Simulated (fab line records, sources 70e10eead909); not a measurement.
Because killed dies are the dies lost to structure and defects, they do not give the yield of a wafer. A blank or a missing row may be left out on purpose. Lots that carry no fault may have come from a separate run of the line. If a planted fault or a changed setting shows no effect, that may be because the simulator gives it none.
Which tool did it? | flow nand_harc | Sampling: 12 lots, 33 wafers, 6 of 1302 route steps

WHAT EACH GAUGE READ, for each wafer
NHARC_P_M1_CD_MEAS_09: the cd target is 130 nm.
lot  | measured     | on        | cd_nm (nm)
L345 | day 6 01:18  | cd_sem-03 | 130.0 130.3 130.4
L346 | day 6 16:15  | cd_sem-03 | 129.5 131.2 129.8
L348 | day 7 10:46  | cd_sem-01 | 130.1 129.8 130.0
L349 | day 8 02:08  | cd_sem-03 | 130.4 130.1 130.4
L351 | day 8 14:35  | cd_sem-02 | 130.1 129.5 129.5
L350 | day 8 15:51  | cd_sem-03 | 130.8 129.7 130.0
L352 | day 9 02:12  | cd_sem-01 | 129.9 130.0 131.0
L353 | day 9 19:25  | cd_sem-03 | 129.9 129.8 129.3
L356 | day 11 07:28 | cd_sem-02 | 130.5 130.6 130.4
L365 | day 14 17:07 | cd_sem-01 | 138.3 129.4 138.6 129.4
L366 | day 14 17:46 | cd_sem-03 | 137.3 136.9
L367 | day 15 08:39 | cd_sem-03 | 130.6 130.4 130.6

NHARC_END_SORT_01.
lot  | measured     | on        | defect_limited_yield (%) | killed_at_array | killed_at_other | killed_at_periphery | killed_dies | killed_open | killed_short | sort_bin_2_pct (%) | sort_bin_3_pct (%) | sort_bin_4_pct (%) | sort_n_pass | sort_rim_yield_pct (%) | sort_yield_pct (%)
L350 | day 26 21:08 | prober-01 | 89 89 87                 | 76 68 83        | 0 1 0           | 1 4 2               | 77 73 85    | 3 3 5       | 0 3 6        | 4.4 3.8 5.0        | 0.4 0 0.9          | 6.5 6.9 6.6        | 600 604 592 | 97.2 97.2 97.2         | 89 89 87

TOOL THAT RAN EACH LOT (tool first, then ch and the chambers of the sampled wafers, then the start)
lot  | NHARC_P_M0_PRE_CLEAN_31        | NHARC_P_M1_PEB_07                 | NHARC_P_M1_ETCH_28                            | NHARC_P_M1_PVD_20
L345 | pecvd-03 ch 0,1,2, day 5 23:58 | litho_track-01 ch 0, day 6 01:13  | rie_diel-12 ch 0,1,2, no start                | pvd_sputter-03, no start
L346 | pecvd-03 ch 0,2, day 6 15:04   | litho_track-04 ch 0, day 6 16:10  | rie_diel-12 ch 1,2, no start                  | pvd_sputter-01, no start
L348 | pecvd-03 ch 1,2, day 7 09:34   | litho_track-06 ch 0, day 7 10:41  | rie_diel-13 ch 0,2, no start                  | pvd_sputter-02, no start
L349 | pecvd-02 ch 0,1,2, day 8 00:49 | litho_track-06 ch 0, day 8 02:04  | rie_diel-10 ch 0,2, no start                  | pvd_sputter-01, no start
L351 | pecvd-01 ch 1,2, day 8 13:16   | litho_track-04 ch 0, day 8 14:30  | rie_diel-13 ch 0,1,2, no start                | pvd_sputter-03, no start
L350 | pecvd-03 ch 1,2, day 8 14:38   | litho_track-04 ch 0, day 8 15:46  | rie_diel-13 ch 0,1,3, day 26 21:08 or earlier | pvd_sputter-02, day 26 21:08 or earlier
L352 | pecvd-02 ch 0,2, day 9 00:54   | litho_track-04 ch 0, day 9 02:07  | rie_diel-13 ch 0,1,2, no start                | pvd_sputter-03, no start
L353 | pecvd-03 ch 0,1, day 9 18:07   | litho_track-01 ch 0, day 9 19:20  | rie_diel-13 ch 1,3, no start                  | pvd_sputter-02, no start
L356 | pecvd-02 ch 0,2, day 11 06:01  | litho_track-06 ch 0, day 11 07:23 | rie_diel-13 ch 1,3, no start                  | pvd_sputter-03, no start
L365 | pecvd-02 ch 0,1, day 14 15:47  | litho_track-04 ch 0, day 14 17:02 | rie_diel-10 ch 0,1, no start                  | pvd_sputter-01, no start
L366 | pecvd-01 ch 2, day 14 16:26    | litho_track-04 ch 0, day 14 17:41 | rie_diel-10 ch 1, no start                    | pvd_sputter-03, no start
L367 | pecvd-03 ch 0,1, day 15 07:26  | litho_track-01 ch 0, day 15 08:34 | rie_diel-10 ch 0,1,3, no start                | pvd_sputter-03, no start
- NHARC_P_M0_PRE_CLEAN_31: time 12 s.
- NHARC_P_M1_PEB_07: peb time 65 s.
- NHARC_P_M1_ETCH_28: etches the open film in CF4/N2, target depth 30 nm, time 72.99 s.
- NHARC_P_M1_PVD_20: deposits TaN, target thk 5 nm, time 8.06 s.

WHAT THE TOOLS THEMSELVES READ (means of the sampled wafers that have a number; where no wafer has one, the mark that the record gives instead)
NHARC_P_M0_PRE_CLEAN_31.
lot  | tool     | heater_power_w (W)
L345 | pecvd-03 | 596
L346 | pecvd-03 | 528
L348 | pecvd-03 | 670
L349 | pecvd-02 | 531
L351 | pecvd-01 | 679
L350 | pecvd-03 | 593
L352 | pecvd-02 | 550
L353 | pecvd-03 | 617
L356 | pecvd-02 | 570
L365 | pecvd-02 | 534
L366 | pecvd-01 | 654
L367 | pecvd-03 | 565

NHARC_P_M1_PEB_07.
lot  | tool           | exhaust_pa (Pa) | plate_temp_C (C)
L345 | litho_track-01 | 44.9            | 100.09
L346 | litho_track-04 | 45.6            | 100.03
L348 | litho_track-06 | 45.0            | 100.13
L349 | litho_track-06 | 45.1            | 100.10
L351 | litho_track-04 | 44.8            | 99.98
L350 | litho_track-04 | 44.3            | 99.95
L352 | litho_track-04 | 45.4            | 100.05
L353 | litho_track-01 | 45.6            | 99.94
L356 | litho_track-06 | 45.7            | 99.90
L365 | litho_track-04 | 45.7            | 100.18
L366 | litho_track-04 | 46.9            | 99.94
L367 | litho_track-01 | 44.3            | 100.16

NHARC_P_M1_ETCH_28.
lot  | tool        | drypump_motor_current_A (A) | oes_product_au (a.u.) | rf_vpp_V (V) | showerhead_plenum_p_Torr (Torr) | throttle_valve_pct (%)
L345 | rie_diel-12 | 5.8                         | 1.000                 | 313.7        | 2.62                            | 19.792
L346 | rie_diel-12 | 5.5                         | 1.001                 | 314.9        | 2.67                            | 19.804
L348 | rie_diel-13 | 5.8                         | 0.995                 | 313.4        | 2.55                            | 19.792
L349 | rie_diel-10 | 5.9                         | 0.999                 | 313.9        | 2.56                            | 19.790
L351 | rie_diel-13 | 5.7                         | 1.008                 | 314.6        | 2.63                            | 19.791
L350 | rie_diel-13 | 6.0                         | 1.001                 | 315.6        | 2.67                            | 19.782
L352 | rie_diel-13 | 5.7                         | 1.007                 | 314.6        | 2.62                            | 19.799
L353 | rie_diel-13 | 5.9                         | 0.993                 | 316.2        | 2.71                            | 19.794
L356 | rie_diel-13 | 5.9                         | 0.995                 | 315.2        | 2.71                            | 19.792
L365 | rie_diel-10 | 5.7                         | 1.004                 | 314.1        | 2.62                            | 19.794
L366 | rie_diel-10 | 5.4                         | 1.001                 | 315.4        | 2.68                            | 19.795
L367 | rie_diel-10 | 5.8                         | 0.994                 | 314.2        | 2.64                            | 19.792

NHARC_P_M1_PVD_20.
lot  | tool           | throttle_valve_pct (%)
L345 | pvd_sputter-03 | 30.7
L346 | pvd_sputter-01 | 29.8
L348 | pvd_sputter-02 | 30.1
L349 | pvd_sputter-01 | 30.7
L351 | pvd_sputter-03 | 29.3
L350 | pvd_sputter-02 | 29.7
L352 | pvd_sputter-03 | 29.4
L353 | pvd_sputter-02 | 29.7
L356 | pvd_sputter-03 | 29.9
L365 | pvd_sputter-01 | 29.6
L366 | pvd_sputter-03 | 30.7
L367 | pvd_sputter-03 | 30.0

THE ANSWER, worked out from the rows above alone
Rule: usual is defined by the lots themselves. Put in order of their means at a reading, lots are off if they are a third of the lots or fewer, leave a main group of 4 or more, and stand apart from it by a gap of 3 or more times the standard deviation of the main group's means; of several such gaps the widest counts. A main group is skipped when, at the precision printed for the reading in the tables above, its means are all equal. A lot without any number at a reading at which 4 lots or more have one is off too. The other lots that the step has rows for count as sound. The gauges are gone through in route order, then the tools' own readings, and for those a lot's mean is taken as printed above. At the first step where some lot is off, the reading lying furthest off is the one used; lots without a number count as furthest.
Off at NHARC_P_M1_CD_MEAS_09 (cd_nm): L365, L366. For the main group the mean is 130.2 nm and the standard deviation 0.28.
A tool fits if, at a process step before that reading, it ran every lot that is off, and no sound lot after the first of them. The gauges at NHARC_P_M1_CD_MEAS_09 are tried like those tools. One fits: NHARC_P_M1_PEB_07 on litho_track-04. A fault onset in the window from L352 (day 9 02:07, its last sound lot) to L365 (day 14 17:02, its first lot off) fits.

WHAT HAD BEEN PUT IN BY THE SIMULATOR
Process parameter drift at NHARC_P_M1_PEB_07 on litho_track-04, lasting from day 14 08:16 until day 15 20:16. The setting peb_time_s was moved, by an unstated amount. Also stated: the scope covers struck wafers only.
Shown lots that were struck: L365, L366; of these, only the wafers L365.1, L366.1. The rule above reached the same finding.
